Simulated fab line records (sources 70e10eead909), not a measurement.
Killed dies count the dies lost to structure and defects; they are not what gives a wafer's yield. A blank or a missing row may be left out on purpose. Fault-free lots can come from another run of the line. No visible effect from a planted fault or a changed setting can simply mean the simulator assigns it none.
Which tool was responsible? / flow nandHarc / 36 wafers from 12 lots sampled at 5 of the route's 1302 steps

WHAT THE GAUGES SHOWED, per wafer
NHARC_A_SOURCE_PLATE_INSPECT_08.
lot=L075; measured=day 8 07:15; on=defectInspect-01; rawDefectCount=69 53 88
lot=L077; measured=day 9 00:38; on=defectInspect-01; rawDefectCount=63 72 86
lot=L079; measured=day 9 17:44; on=defectInspect-01; rawDefectCount=60 85 80
lot=L081; measured=day 10 23:38; on=defectInspect-02; rawDefectCount=80 82 65
lot=L084; measured=day 11 14:49; on=defectInspect-01; rawDefectCount=48 68 69
lot=L085; measured=day 12 15:11; on=defectInspect-01; rawDefectCount=51 40 54
lot=L087; measured=day 12 19:34; on=defectInspect-01; rawDefectCount=81 52 52
lot=L089; measured=day 13 17:51; on=defectInspect-02; rawDefectCount=46 44 49
lot=L091; measured=day 14 23:38; on=defectInspect-02; rawDefectCount=61 54 48
lot=L093; measured=day 16 01:54; on=defectInspect-01; rawDefectCount=56 73 62
lot=L095; measured=day 16 06:43; on=defectInspect-01; rawDefectCount=54 62 54
lot=L097; measured=day 17 04:46; on=defectInspect-02; rawDefectCount=62 67 98

EACH LOT AND THE TOOL THAT RAN IT (in order: tool; ch and the chambers of the sampled wafers; start)
lot=L075; NHARC_P_M1_PRE_CLEAN_32=pecvd-04 ch 0,1, day 6 23:10; NHARC_P_M2_ETCH_35=rieDiel-13 ch 1,2, day 7 00:38; NHARC_P_BONDPAD_PRE_CLEAN_26=pvdSputter-03, day 7 10:19 or earlier; NHARC_A_ZERO_WELL_RTA_16=rtpAnneal-01 ch 0, day 7 10:19
lot=L077; NHARC_P_M1_PRE_CLEAN_32=pecvd-02 ch 0,1,2, day 7 15:09; NHARC_P_M2_ETCH_35=rieDiel-08 ch 0,1, day 7 16:43; NHARC_P_BONDPAD_PRE_CLEAN_26=pvdSputter-02, day 8 02:25 or earlier; NHARC_A_ZERO_WELL_RTA_16=rtpAnneal-02 ch 0, day 8 02:25
lot=L079; NHARC_P_M1_PRE_CLEAN_32=pecvd-03 ch 0,2, day 8 10:47; NHARC_P_M2_ETCH_35=rieDiel-13 ch 0,1,2, day 8 12:23; NHARC_P_BONDPAD_PRE_CLEAN_26=pvdSputter-02, day 8 22:06 or earlier; NHARC_A_ZERO_WELL_RTA_16=rtpAnneal-01 ch 0, day 8 22:06
lot=L081; NHARC_P_M1_PRE_CLEAN_32=pecvd-03 ch 0,1, day 9 14:52; NHARC_P_M2_ETCH_35=rieDiel-13 ch 0,1,3, day 9 16:28; NHARC_P_BONDPAD_PRE_CLEAN_26=pvdSputter-02, day 10 01:55 or earlier; NHARC_A_ZERO_WELL_RTA_16=rtpAnneal-01 ch 0, day 10 01:55
lot=L084; NHARC_P_M1_PRE_CLEAN_32=pecvd-03 ch 0,1,2, day 10 07:38; NHARC_P_M2_ETCH_35=rieDiel-08 ch 0,3, day 10 09:12; NHARC_P_BONDPAD_PRE_CLEAN_26=pvdSputter-03, day 10 18:37 or earlier; NHARC_A_ZERO_WELL_RTA_16=rtpAnneal-01 ch 0, day 10 18:37
lot=L085; NHARC_P_M1_PRE_CLEAN_32=pecvd-04 ch 0,1, day 11 06:18; NHARC_P_M2_ETCH_35=rieDiel-13 ch 0,3, day 11 07:53; NHARC_P_BONDPAD_PRE_CLEAN_26=pvdSputter-01, day 11 13:43; NHARC_A_ZERO_WELL_RTA_16=rtpAnneal-01 ch 0, day 11 18:01
lot=L087; NHARC_P_M1_PRE_CLEAN_32=pecvd-02 ch 1,2, day 11 14:27; NHARC_P_M2_ETCH_35=rieDiel-08 ch 0,1, day 11 15:55; NHARC_P_BONDPAD_PRE_CLEAN_26=pvdSputter-02, day 12 01:31 or earlier; NHARC_A_ZERO_WELL_RTA_16=rtpAnneal-01 ch 0, day 12 01:31
lot=L089; NHARC_P_M1_PRE_CLEAN_32=pecvd-02 ch 1,2, day 12 08:28; NHARC_P_M2_ETCH_35=rieDiel-08 ch 0,2,3, day 12 10:11; NHARC_P_BONDPAD_PRE_CLEAN_26=pvdSputter-03, day 12 20:02 or earlier; NHARC_A_ZERO_WELL_RTA_16=rtpAnneal-01 ch 0, day 12 20:02
lot=L091; NHARC_P_M1_PRE_CLEAN_32=pecvd-03 ch 0,1,2, day 13 14:32; NHARC_P_M2_ETCH_35=rieDiel-02 ch 0,2, day 13 16:20; NHARC_P_BONDPAD_PRE_CLEAN_26=pvdSputter-03, day 14 02:31 or earlier; NHARC_A_ZERO_WELL_RTA_16=rtpAnneal-01 ch 0, day 14 02:31
lot=L093; NHARC_P_M1_PRE_CLEAN_32=pecvd-02 ch 1,2, day 14 16:13; NHARC_P_M2_ETCH_35=rieDiel-08 ch 2,3, day 14 17:49; NHARC_P_BONDPAD_PRE_CLEAN_26=pvdSputter-02, day 15 03:40 or earlier; NHARC_A_ZERO_WELL_RTA_16=rtpAnneal-02 ch 0, day 15 03:40
lot=L095; NHARC_P_M1_PRE_CLEAN_32=pecvd-03 ch 0,1, day 14 23:29; NHARC_P_M2_ETCH_35=rieDiel-13 ch 1,2,3, day 15 01:05; NHARC_P_BONDPAD_PRE_CLEAN_26=pvdSputter-01, day 15 10:50 or earlier; NHARC_A_ZERO_WELL_RTA_16=rtpAnneal-01 ch 0, day 15 10:50
lot=L097; NHARC_P_M1_PRE_CLEAN_32=pecvd-03 ch 0,2, day 15 20:53; NHARC_P_M2_ETCH_35=rieDiel-13 ch 1,3, day 15 22:28; NHARC_P_BONDPAD_PRE_CLEAN_26=pvdSputter-01, day 16 08:11 or earlier; NHARC_A_ZERO_WELL_RTA_16=rtpAnneal-01 ch 0, day 16 08:11
- NHARC_P_M1_PRE_CLEAN_32: time 12 s.
- NHARC_P_M2_ETCH_35: etches the open film in N2/H2, target depth 40 nm, overetch 12 nm, time 43.94 s.
- NHARC_P_BONDPAD_PRE_CLEAN_26: time 30 s.
- NHARC_A_ZERO_WELL_RTA_16: time 10 s.

THE ANSWER, worked out from the rows above alone
Rule: the lots themselves supply what counts as usual. The widest of any qualifying gaps counts: lots, ordered by their means at a reading, are off when they make up no more than a third of the lots, leave a main group of 4 or more, and stand apart from it by 3 or more times the standard deviation of that group's means. If all means in a main group match to the digits the tables above print for the reading, that group is not used. A lot without any number at a reading at which 4 lots or more have one is off too. The other lots that the step has rows for count as sound.
None of the lots is off at any reading shown; this tells nothing.

WHAT WAS PUT IN BY THE SIMULATOR
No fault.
